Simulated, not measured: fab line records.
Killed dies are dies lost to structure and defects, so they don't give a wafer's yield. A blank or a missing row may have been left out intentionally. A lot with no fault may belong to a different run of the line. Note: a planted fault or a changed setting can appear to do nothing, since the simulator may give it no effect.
Comparing a struck lot with a sound one || flow nand harc || 14 steps out of a route of 1302
Sound: these wafers, L391.1, L391.2, L391.4. Struck: wafer L384.3 (left out: L384.5, L384.6 of the same lot, which were not struck); the cause appears at the end.
Per side, at each step with rows, come the tool, then ch with its chambers, and then its first start. Under that, the readings that differ: sound wafers || struck wafers || difference of the means || sigmas: that difference in standard deviations of wafers without a fault.
alike: readings with means less than 2 such deviations apart, plus words and numbers identical on both sides. not compared: withheld readings, readings lacking a value on some wafer, bounds such as >300 that could conceal the same value, and numbers that have no deviation in the record and whose values overlap.
Wherever a step has rows on one side only, a row that says differs or no value, or a row with sigmas, the two part there. Numbers that don't overlap but have no deviation are shown without sigmas and don't part them. Lack of a reading on every wafer of one side parts them only where that side has two or more wafers.

first, 2 steps without rows for these wafers: NHARC_A_STAIRCASE_DESCUM_291 (chemistry O2, time 3 s); NHARC_A_STAIRCASE_ETCH_292 (etches the open film in CF4/CHF3).
NHARC_A_STAIRCASE_HM_OPEN_460: chemistry O2/COS.
  sound: rie diel-08 ch 0,2,3; struck: rie diel-08 ch 1
{"reading": "oes product au (a.u.)", "sound": "1.010 0.997 0.991", "struck": 1.025, "difference": "+0.026", "sigmas": "+3"}
{"reading": "rf hours counter h (h)", "sound": "12 5 6", "struck": 37, "difference": "+29", "sigmas": ""}
  alike: drypump motor current A, rf vpp V, showerhead plenum p Torr, throttle valve pct
then, 1 step without rows for these wafers: NHARC_A_STAIRCASE_STRIP_461 (strips in O2/COS).
NHARC_A_STAIRCASE_ETCH_452: etches the open film in CF4/O2, target depth 30 nm, overetch 3 nm, time 16.5 s.
  sound: rie diel-08 ch 0,2,3; struck: rie diel-08 ch 1
{"reading": "oes product au (a.u.)", "sound": "1.001 0.994 0.995", "struck": 1.019, "difference": "+0.022", "sigmas": "+2"}
{"reading": "rf hours counter h (h)", "sound": "5 12 6", "struck": 37, "difference": "+29", "sigmas": ""}
  alike: drypump motor current A, oes_o_777_au, rf vpp V, showerhead plenum p Torr, throttle valve pct
NHARC_A_STAIRCASE_ETCH_294: etches the open film in C4F8/O2/Ar, target depth 4989 nm, time 1211.6 s.
  sound: rie diel-08 ch 1,2,3; struck: rie diel-08 ch 0
{"reading": "rf hours counter h (h)", "sound": "5 6 11", "struck": 37, "difference": "+30", "sigmas": ""}
  alike: oes product au, rf vpp V
NHARC_A_STAIRCASE_STRIP_295: strips in O2.
  sound: rie diel-08 ch 0,1,2; struck: rie diel-08 ch 3
{"reading": "rf hours counter h (h)", "sound": "12 6 13", "struck": 38, "difference": "+28", "sigmas": ""}
  alike: drypump motor current A, oes product au, rf vpp V, showerhead plenum p Torr, throttle valve pct
then, 3 steps without rows for these wafers: NHARC_A_STAIRCASE_STRIP_296 (strips in SPM, time 900 s); NHARC_A_STAIRCASE_PRECLEAN_297 (cleans in SC1); NHARC_A_STAIRCASE_SRD_298.
NHARC_A_STAIRCASE_HM_DEP_462: deposits aC, target thk 800 nm.
  sound on acl dep-03 ch 0, day 25 13:47; struck on acl dep-03 ch 0, day 22 07:24
  alike: throttle valve pct
NHARC_A_STAIRCASE_DEP_301: deposits SiON, target thk 30 nm.
  sound on pecvd-04 ch 0,1, day 25 15:39; struck on pecvd-03 ch 0, day 22 08:42
{"reading": "rf fwd power W (W)", "sound": "348.5 349.7 347.5", "struck": 207.8, "difference": -140.8, "sigmas": "-99 or more"}
{"reading": "showerhead vpp V (V)", "sound": "1131 1157 1170", "struck": 926, "difference": -227, "sigmas": -6}
  alike: chamber pressure Torr, heater power w
then, 1 step without rows for these wafers: NHARC_A_STAIRCASE_DEHYDRATE_302 (time 120 s).
-- the record jumps here: 7 days lie between the struck wafers' starts before and after (it left off in module A_STAIRCASE and takes up again in module END, whose first step shown is number 1302 of the route) --
NHARC_END_SORT_01:
  at this point the record logs the struck wafers (prober-01 ch 0, day 29 15:44) and has no rows for the sound ones

## WHERE THEY PART
Last at NHARC_END_SORT_01 as far as this record goes, first at NHARC_A_STAIRCASE_HM_OPEN_460.

WHY: the cause the simulator had injected
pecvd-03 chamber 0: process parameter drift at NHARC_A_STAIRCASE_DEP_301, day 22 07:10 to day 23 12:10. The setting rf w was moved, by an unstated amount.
